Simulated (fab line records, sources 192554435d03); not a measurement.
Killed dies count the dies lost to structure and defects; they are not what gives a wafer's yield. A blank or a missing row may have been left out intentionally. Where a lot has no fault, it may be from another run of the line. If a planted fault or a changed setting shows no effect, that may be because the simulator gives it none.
Split-lot trial / flow n5 finfet / 21 wafers read from 7 lots, route of 1938 steps

THE SPLIT ITSELF
At N5_BEOL_M0_SAQP_HM_DEP_111 (deposits SiO2 from SiH4/N2O, target thk 12 nm, time 7.2 s), the setting time s was moved away from the recipe's 7.2 s on 3 of the 21 wafers read, by -4.9% to +14.5%. This setting was run at the recipe's value on the other wafers.

FROM THE SPLIT TO THE READING: what the file shows between them, 8 steps
- N5_BEOL_M0_SAQP_COAT_81: time 60 s, resist thk 100 nm
- N5_BEOL_M0_SAQP_COAT_82: time 60 s, resist thk 30 nm
- N5_BEOL_M0_SAQP_ETCH_84: etches SOC in N2/H2, target depth 100 nm, overetch 20 nm, time 150 s
- N5_BEOL_M0_SAQP_STRIP_80: strips in N2/H2
- N5_BEOL_M0_SAQP_HM_OPEN_112: chemistry CHF3/O2, target SiO2, stops on a-Si, target depth 12 nm, time 13.5 s
- N5_BEOL_M0_SAQP_STRIP_113: strips in CHF3/O2
- N5_BEOL_M0_SAQP_MANDREL_ETCH_20: etches a-Si in HBr/Cl2, stops on SiNx, target depth 60 nm, bt time 10 s, time 30 s
- N5_BEOL_M0_SAQP_STRIP_86: strips in N2/H2

THE READING
SiO2_of_BEOL_M0_SAQP_HM_DEP_111.thk nm (the simulator's own value, which no gauge read), in nm, at N5_BEOL_M0_SAQP_STRIP_115 (strips in post etch residue remover, time 60 s). The file does not state a usual value for it. Average 12.0 nm, standard deviation 0.19 nm, over the 18 wafers here run with the recipe.

wafer=L077.1; tool, chamber at the split=pecvd-04, 2,1; time s as run, s=7.2; against the recipe=recipe; SiO2_of_BEOL_M0_SAQP_HM_DEP_111.thk nm, nm=11.8; against lot-mates on the recipe=-
wafer=L077.2; tool, chamber at the split=pecvd-04, 2,1; time s as run, s=7.2; against the recipe=recipe; SiO2_of_BEOL_M0_SAQP_HM_DEP_111.thk nm, nm=11.8; against lot-mates on the recipe=-
wafer=L077.6; tool, chamber at the split=pecvd-04, 2; time s as run, s=8.244; against the recipe=+14.5%; SiO2_of_BEOL_M0_SAQP_HM_DEP_111.thk nm, nm=13.8; against lot-mates on the recipe=+2.0
wafer=L079.2; tool, chamber at the split=pecvd-01, 2; time s as run, s=7.555; against the recipe=+4.9%; SiO2_of_BEOL_M0_SAQP_HM_DEP_111.thk nm, nm=12.4; against lot-mates on the recipe=+0.5
wafer=L079.4; tool, chamber at the split=pecvd-01, 1; time s as run, s=7.2; against the recipe=recipe; SiO2_of_BEOL_M0_SAQP_HM_DEP_111.thk nm, nm=11.8; against lot-mates on the recipe=-
wafer=L079.6; tool, chamber at the split=pecvd-01, 2; time s as run, s=7.2; against the recipe=recipe; SiO2_of_BEOL_M0_SAQP_HM_DEP_111.thk nm, nm=12; against lot-mates on the recipe=-
wafer=L080.3; tool, chamber at the split=pecvd-01, 1; time s as run, s=7.2; against the recipe=recipe; SiO2_of_BEOL_M0_SAQP_HM_DEP_111.thk nm, nm=12.2; against lot-mates on the recipe=-
wafer=L080.4; tool, chamber at the split=pecvd-01, 2; time s as run, s=7.2; against the recipe=recipe; SiO2_of_BEOL_M0_SAQP_HM_DEP_111.thk nm, nm=12.2; against lot-mates on the recipe=-
wafer=L080.6; tool, chamber at the split=pecvd-01, 2; time s as run, s=7.2; against the recipe=recipe; SiO2_of_BEOL_M0_SAQP_HM_DEP_111.thk nm, nm=12.2; against lot-mates on the recipe=-
wafer=L081.1; tool, chamber at the split=pecvd-04, 0,2,1; time s as run, s=7.2; against the recipe=recipe; SiO2_of_BEOL_M0_SAQP_HM_DEP_111.thk nm, nm=11.8; against lot-mates on the recipe=-
wafer=L081.2; tool, chamber at the split=pecvd-04, 0,2,1; time s as run, s=7.2; against the recipe=recipe; SiO2_of_BEOL_M0_SAQP_HM_DEP_111.thk nm, nm=11.8; against lot-mates on the recipe=-
wafer=L081.3; tool, chamber at the split=pecvd-04, 0,2,1; time s as run, s=7.2; against the recipe=recipe; SiO2_of_BEOL_M0_SAQP_HM_DEP_111.thk nm, nm=12; against lot-mates on the recipe=-
wafer=L083.1; tool, chamber at the split=pecvd-03, 2; time s as run, s=7.2; against the recipe=recipe; SiO2_of_BEOL_M0_SAQP_HM_DEP_111.thk nm, nm=12.2; against lot-mates on the recipe=-
wafer=L083.3; tool, chamber at the split=pecvd-03, 0; time s as run, s=6.846; against the recipe=-4.9%; SiO2_of_BEOL_M0_SAQP_HM_DEP_111.thk nm, nm=11.2; against lot-mates on the recipe=-0.9
wafer=L083.6; tool, chamber at the split=pecvd-03, 1; time s as run, s=7.2; against the recipe=recipe; SiO2_of_BEOL_M0_SAQP_HM_DEP_111.thk nm, nm=12; against lot-mates on the recipe=-
wafer=L085.2; tool, chamber at the split=pecvd-04, 2; time s as run, s=7.2; against the recipe=recipe; SiO2_of_BEOL_M0_SAQP_HM_DEP_111.thk nm, nm=11.6; against lot-mates on the recipe=-
wafer=L085.4; tool, chamber at the split=pecvd-04, 0,1; time s as run, s=7.2; against the recipe=recipe; SiO2_of_BEOL_M0_SAQP_HM_DEP_111.thk nm, nm=12; against lot-mates on the recipe=-
wafer=L085.6; tool, chamber at the split=pecvd-04, 0,1; time s as run, s=7.2; against the recipe=recipe; SiO2_of_BEOL_M0_SAQP_HM_DEP_111.thk nm, nm=11.8; against lot-mates on the recipe=-
wafer=L096.4; tool, chamber at the split=pecvd-03, 1,2,0; time s as run, s=7.2; against the recipe=recipe; SiO2_of_BEOL_M0_SAQP_HM_DEP_111.thk nm, nm=12.2; against lot-mates on the recipe=-
wafer=L096.5; tool, chamber at the split=pecvd-03, 1,2,0; time s as run, s=7.2; against the recipe=recipe; SiO2_of_BEOL_M0_SAQP_HM_DEP_111.thk nm, nm=12.2; against lot-mates on the recipe=-
wafer=L096.6; tool, chamber at the split=pecvd-03, 1,2,0; time s as run, s=7.2; against the recipe=recipe; SiO2_of_BEOL_M0_SAQP_HM_DEP_111.thk nm, nm=12.2; against lot-mates on the recipe=-
If several chambers appear in one row, that row covers several wafers at once and the file leaves open which wafer was in which chamber.

FIT RESULTS
A straight line over all 21 wafers: SiO2_of_BEOL_M0_SAQP_HM_DEP_111.thk nm changes by +0.125 nm for each +1% of time s; r = +0.92; the points scatter about the line by 0.2 nm.
The same after taking each lot's own level away (the mean of its wafers on the recipe; 21 wafers): +0.14 nm for each +1%; r = +0.98; scatter 0.11 nm.
That fit puts the effect of the largest move of time s on the reading at 2 nm.
Across the lots, their own levels run from 11.80 to 12.20 nm, a range of 2.1 times the standard deviation given above.
So the slope is not independent of the lot-to-lot level: the two fits are not the same.
Check: +2.04 nm against its lot-mates is what the line predicts for one of the wafers moved furthest among these (+14.5%) when that wafer is left out of the fit. Against them it came out at +2 nm.

THE OTHER SPLITS THESE WAFERS WENT THROUGH
Before the reading, these wafers also passed through other splits. Each is held against what the fit with the lots' levels taken away leaves over:
other split on the same wafers=N5_SD_EPI_P_COAT_35 spin rpm; wafers away from the commonest value=4; r with SiO2_of_BEOL_M0_SAQP_HM_DEP_111.thk nm (lot level and that fit taken away)=+0.05
other split on the same wafers=N5_HKMG_FIN_COAT_43 spin rpm; wafers away from the commonest value=8; r with SiO2_of_BEOL_M0_SAQP_HM_DEP_111.thk nm (lot level and that fit taken away)=+0.01
other split on the same wafers=N5_HKMG_FIN_ETCH_54 source w; wafers away from the commonest value=6; r with SiO2_of_BEOL_M0_SAQP_HM_DEP_111.thk nm (lot level and that fit taken away)=+0.25
other split on the same wafers=N5_MOL_CONTACT_COAG_PECVD_31 temp c; wafers away from the commonest value=9; r with SiO2_of_BEOL_M0_SAQP_HM_DEP_111.thk nm (lot level and that fit taken away)=-0.21
other split on the same wafers=N5_BEOL_M0_SAQP_ILD_DEP_01 time s; wafers away from the commonest value=3; r with SiO2_of_BEOL_M0_SAQP_HM_DEP_111.thk nm (lot level and that fit taken away)=+0.04

THE WHOLE CHAIN: every reading that the file lists as answering this split, in the file's order
step=N5_BEOL_M0_SAQP_HM_DEP_111; what it does=deposits SiO2 from SiH4/N2O, target thk 12 nm, time 7.2 s; reading=SiO2_of_BEOL_M0_SAQP_HM_DEP_111.thk nm (the simulator's own value, which no gauge read); change (the file's fit)=+0.131 nm for each +1% of the setting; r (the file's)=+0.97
step=N5_BEOL_M0_SAQP_HM_OPEN_112; what it does=chemistry CHF3/O2, target SiO2, stops on a-Si, target depth 12 nm, time 13.5 s; reading=etch.depth nm (the simulator's own value, which no gauge read); change (the file's fit)=+0.133 nm for each +1% of the setting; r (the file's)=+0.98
step=N5_BEOL_M0_SAQP_STRIP_115; what it does=strips in post etch residue remover, time 60 s; reading=SiO2_of_BEOL_M0_SAQP_HM_DEP_111.thk nm (the simulator's own value, which no gauge read); change (the file's fit)=+0.139 nm for each +1% of the setting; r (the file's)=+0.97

THE FILE'S OWN FIT
SiO2_of_BEOL_M0_SAQP_HM_DEP_111.thk nm changes by +0.139 nm for each +1% of time s, r = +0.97.
